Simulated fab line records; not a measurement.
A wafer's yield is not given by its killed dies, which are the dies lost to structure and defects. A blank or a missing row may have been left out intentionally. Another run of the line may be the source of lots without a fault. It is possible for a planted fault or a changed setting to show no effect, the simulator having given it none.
A struck lot beside a sound one + flow n5_finfet + 17 out of 1938 route steps
Sound: these wafers, L414.1, L414.3, L414.5. Wafers struck: L424.2, L424.3, L424.4. At the end, the cause is stated.
Each step with rows lists, per side, the tool, then ch with its chambers, then its first start. Under that, the readings that differ: sound wafers + struck wafers + difference of the means + sigmas: that difference in standard deviations of wafers without a fault.
alike: a reading whose means differ by less than 2 such deviations, as well as words and numbers matching on both sides. not compared: withheld readings; readings where some wafer has no value; bounds like >300 that might hide an equal value; numbers whose values overlap and for which the record gives no deviation.
Wherever a step has rows on one side only, a row that says differs or no value, or a row with sigmas, the two part there. Numbers that have no deviation but don't overlap get no sigmas and don't part them. Lack of a reading on every wafer of one side parts them only where that side has two or more wafers.

first, 1 step without rows for these wafers: N5_STI_FIN_REVEAL_SRD_21 (time 30 s).
N5_STI_FIN_REVEAL_OXIDATION_33: chemistry O2 PLASMA REMOTE, time 20 s.
  sound on plasma_asher-01 ch 0,1, day 3 00:13; struck on plasma_asher-01 ch 0,1, day 5 15:43
  alike: drypump_motor_current_A, heater_power_w, temp_c
  not compared: rf_hours_counter_h
then, 2 steps without rows for these wafers: N5_STI_FIN_REVEAL_CLEAN_19 (cleans in O3/DIW, time 120 s); N5_STI_FIN_REVEAL_SRD_23 (time 30 s).
N5_STI_FIN_REVEAL_CD_MEAS_22: target cd 6.238 nm, pitch 28 nm.
  sound on cd_sem-02, day 3 00:22; struck on cd_sem-02, day 5 15:52
  alike: cd_nm
N5_STI_FIN_REVEAL_FIN_H_MEAS_10:
  sound on ocd-01, day 3 00:24; struck on ocd-02, day 5 15:54
  alike: trench_depth_nm
then, 2 steps without rows for these wafers: N5_STI_FIN_REVEAL_PRECLEAN_18 (cleans in SC2, time 45 s); N5_STI_FIN_REVEAL_SRD_28 (time 30 s).
N5_STI_FIN_REVEAL_INSPECT_13: inspects for defects (darkfield).
  sound on defect_inspect-02, day 3 00:29; struck on defect_inspect-01, day 5 15:59
  alike: raw_defect_count
then, 2 steps without rows for these wafers: N5_DUMMY_GATE_PRECLEAN_00 (cleans in O3/DIW, time 60 s); N5_DUMMY_GATE_SRD_01 (time 30 s).
N5_DUMMY_GATE_ALD_02: deposits SiO2, target thk 2 nm, pulse time 1 s.
  sound on ald_sin-04 ch 0,2, day 3 00:50; struck on ald_sin-02 ch 0,1,2, day 5 16:10
  alike: heater_power_w, precursor_pulse_height_rel, susceptor_temp_C
N5_DUMMY_GATE_CVD_03: deposits a-Si from SiH4, target thk 150 nm, time 8042 s.
  sound on lpcvd-01 ch 1/15,1/25,1/34, day 3 00:56; struck on lpcvd-02 ch 1/100,1/104,1/95, day 5 16:17
| reading                                     | sound                | struck               | difference | sigmas |
|---------------------------------------------|----------------------|----------------------|------------|--------|
| spike_tc_bottom_C (C)                       | 550.7 550.7 550.7    | 542.9 542.9 542.9    | -7.8       | -3     |
| spike_tc_centre_C (C)                       | 531.1 531.1 531.1    | 514.4 514.4 514.4    | -16.7      | -29    |
| spike_tc_lower_C (C)                        | 531.0 531.0 531.0    | 514.6 514.6 514.6    | -16.4      | -18    |
| spike_tc_top_C (C)                          | 550.9 550.9 550.9    | 542.1 542.1 542.1    | -8.8       | -3     |
| spike_tc_upper_C (C)                        | 529.2 529.2 529.2    | 513.7 513.7 513.7    | -15.5      | -16    |
| susceptor_temp_C (C)                        | 530.13 530.13 530.13 | 513.95 513.95 513.95 | -16.18     | -81    |
| model.a-Si_of_DUMMY_GATE_CVD_03.thk_nm (nm) | 150.8 150.2 149.6    | 95.2 95.2 96         | -54.7      |        |
then, 2 steps without rows for these wafers: N5_DUMMY_GATE_PRECLEAN_46 (cleans in DIW, time 89.5 s); N5_DUMMY_GATE_SRD_47 (dry time 32 s).
N5_DUMMY_GATE_CMP_04: polishes a-Si.
  sound on cmp-02 ch 0,3, day 3 04:43; struck on cmp-04 ch 0,1,3, day 5 20:02
| reading                | sound          | struck      | difference | sigmas |
|------------------------|----------------|-------------|------------|--------|
| time_to_endpoint_s (s) | 12.1 10.1 11.2 | 1.9 5.0 5.9 | -6.9       | -4     |
  alike: motor_current_A
N5_BEOL_M4_RC_MEAS_101:
  the record has rows for the sound wafers here (prober-02 ch 0, day 8 14:24) and none for the struck ones

## WHERE THEY PART
First at N5_DUMMY_GATE_CVD_03; last, within this record, at N5_BEOL_M4_RC_MEAS_101.

WHY: whatever the simulator had introduced
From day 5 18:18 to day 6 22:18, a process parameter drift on lpcvd-02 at N5_DUMMY_GATE_CVD_03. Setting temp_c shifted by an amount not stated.
